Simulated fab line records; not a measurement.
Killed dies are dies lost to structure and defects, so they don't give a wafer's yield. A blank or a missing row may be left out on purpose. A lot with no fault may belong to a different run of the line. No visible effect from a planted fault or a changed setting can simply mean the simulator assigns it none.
A struck lot beside a sound one | flow n5_finfet | 22 steps out of a route of 1938
Sound: these wafers, L345.1, L345.2, L345.3. Wafers L338.4, L338.5, L338.6 were the ones struck. At the end, the cause is stated.
At each step with rows: each side's tool, then ch and its chambers, then its first start. Under that, the readings that differ: sound wafers | struck wafers | difference of the means | sigmas: that difference in standard deviations of wafers without a fault.
alike: a reading whose means differ by less than 2 such deviations, as well as words and numbers matching on both sides. not compared: withheld readings; readings where some wafer has no value; bounds like >300 that might hide an equal value; numbers whose values overlap and for which the record gives no deviation.
A row with sigmas, a row that says differs or no value, or rows on one side alone: a step with any of these is where the two part. Numbers that have no deviation but don't overlap get no sigmas and don't part them. Lack of a reading on every wafer of one side parts them only where that side has two or more wafers.

first, 7 steps without rows for these wafers: N5_BEOL_M3_COAT_73 (time 60 s, resist thk 5 nm); N5_BEOL_M3_COAT_05 (resist thk 30 nm); N5_BEOL_M3_EBR_07; N5_BEOL_M3_SOFTBAKE_06 (time 60 s); N5_BEOL_M3_EXPOSE_08 (exposes mask M3); N5_BEOL_M3_PEB_09 (peb time 60 s); N5_BEOL_M3_DEVELOP_10 (develop time 30 s).
N5_BEOL_M3_CD_MEAS_11: the cd target is 17.05 nm.
  sound on cd_sem-01 ch 0, day 12 01:53; struck on cd_sem-01 ch 0, day 10 02:44
  alike: cd_nm
N5_BEOL_M3_OVL_MEAS_12:
  sound on overlay-02 ch 0, day 12 01:55; struck on overlay-01 ch 0, day 10 02:47
  alike: M3_OVL
N5_BEOL_M3_INSPECT_13: inspects for defects (brightfield).
  struck on defect_inspect-01, day 10 02:50; sound on defect_inspect-02, day 12 01:58
  alike: raw_defect_count
N5_BEOL_M3_DESCUM_16: chemistry O2, time 7 s.
  sound on rie_diel-01 ch 0,1,3, day 12 02:00; struck on rie_diel-06 ch 0,1,2, day 10 02:52
  alike: drypump_motor_current_A, oes_product_au, rf_fwd_power_W, rf_vpp_V, showerhead_plenum_p_Torr, throttle_valve_pct
  not compared: rf_hours_counter_h
N5_BEOL_M3_ETCH_74: etches underlayer in N2/H2, target depth 6.5 nm, time 5.2 s.
  sound on rie_diel-01 ch 0,1,3, day 12 02:02; struck on rie_diel-06 ch 0,1,2, day 10 02:54
  alike: bias_w, chamber_pressure_mTorr, drypump_motor_current_A, etch_rf_on_time_s, oes_product_au, rf_fwd_power_W, rf_vpp_V, showerhead_plenum_p_Torr, throttle_valve_pct
  not compared: rf_hours_counter_h
N5_BEOL_M3_ETCH_63: etches SiARC in CF4, target depth 15.6 nm, time 26 s.
  sound on rie_diel-01 ch 0,1,3, day 12 02:03; struck on rie_diel-06 ch 0,1,2, day 10 02:55
  no value came back on the struck wafers for any of 10 readings (bias_w (W), cf4_flow_sccm (sccm) and others); on the sound wafers bias_w (W) reads 35.87 35.92 35.86
  reading                                      | sound      | struck         | difference | sigmas
  model.CAR-EUV_of_BEOL_M3_COAT_05.thk_nm (nm) | 11 11.2 11 | 20.2 20.2 20.2 | +9.1       |
N5_BEOL_M3_ETCH_64: etches SOC in N2/H2, target depth 75 nm, overetch 15 nm, time 112.5 s.
  sound on rie_diel-01 ch 0,1,3, day 12 02:05; struck on rie_diel-06 ch 0,1,2, day 10 02:56
  reading               | sound          | struck         | difference | sigmas
  oes_product_au (a.u.) | 0.60 0.56 0.56 | 0.29 0.33 0.26 | -0.28      | -5
  alike: bias_w, chamber_pressure_mTorr, drypump_motor_current_A, rf_fwd_power_W, rf_vpp_V, showerhead_plenum_p_Torr, throttle_valve_pct
  not compared: rf_hours_counter_h
then, 2 steps without rows for these wafers: N5_BEOL_M3_STRIP_65 (strips in N2/H2); N5_BEOL_M3_STRIP_75 (strips in N2/H2).
N5_BEOL_M3_STRIP_66: strips in CF4.
  sound on rie_diel-01 ch 0,1,3, day 12 02:13; struck on rie_diel-06 ch 0,1,2, day 10 03:04
  alike: drypump_motor_current_A, oes_product_au, rf_fwd_power_W, rf_vpp_V, showerhead_plenum_p_Torr, throttle_valve_pct
  not compared: rf_hours_counter_h
N5_BEOL_M3_HM_OPEN_17: chemistry Cl2/BCl3, target TiN, target depth 20 nm, overetch 6 nm.
  sound on rie_metal-01 ch 0,1, day 12 02:16; struck on rie_metal-02 ch 0, day 10 03:23
  reading                | sound             | struck            | difference | sigmas
  oes_product_au (a.u.)  | 0.60 0.65 0.64    | 0.31 0.32 0.32    | -0.31      | -6
  throttle_valve_pct (%) | 22.20 21.69 21.69 | 22.83 22.84 22.85 | +0.98      | +4
  alike: bias_w, drypump_motor_current_A, rf_fwd_power_W
  not compared: rf_hours_counter_h
N5_BEOL_M3_STRIP_19: strips in O2.
  sound on rie_diel-01 ch 0,1,2, day 12 02:22; struck on rie_diel-01 ch 1,2, day 10 03:30
  alike: drypump_motor_current_A, oes_product_au, rf_vpp_V, showerhead_plenum_p_Torr, throttle_valve_pct
  not compared: rf_hours_counter_h
N5_BEOL_M3_CD_MEAS_18: pitch 36 nm, target cd 18 nm.
  struck on cd_sem-01, day 10 03:34; sound on cd_sem-02, day 12 02:26
  reading    | sound             | struck | difference                    | sigmas
  cd_nm (nm) | 17.52 17.15 17.64 | - - -  | no value on the struck wafers |
then, 1 step without rows for these wafers: N5_BEOL_M3_COAT_67 (time 60 s, resist thk 60 nm).
N5_BEOL_M4_RC_MEAS_101:
  the record has rows for the sound wafers here (prober-02 ch 0, day 12 22:39) and none for the struck ones

## WHERE THEY PART
At N5_BEOL_M3_ETCH_63 first; at N5_BEOL_M4_RC_MEAS_101 last (within this record only).

WHY: what had been put in by the simulator
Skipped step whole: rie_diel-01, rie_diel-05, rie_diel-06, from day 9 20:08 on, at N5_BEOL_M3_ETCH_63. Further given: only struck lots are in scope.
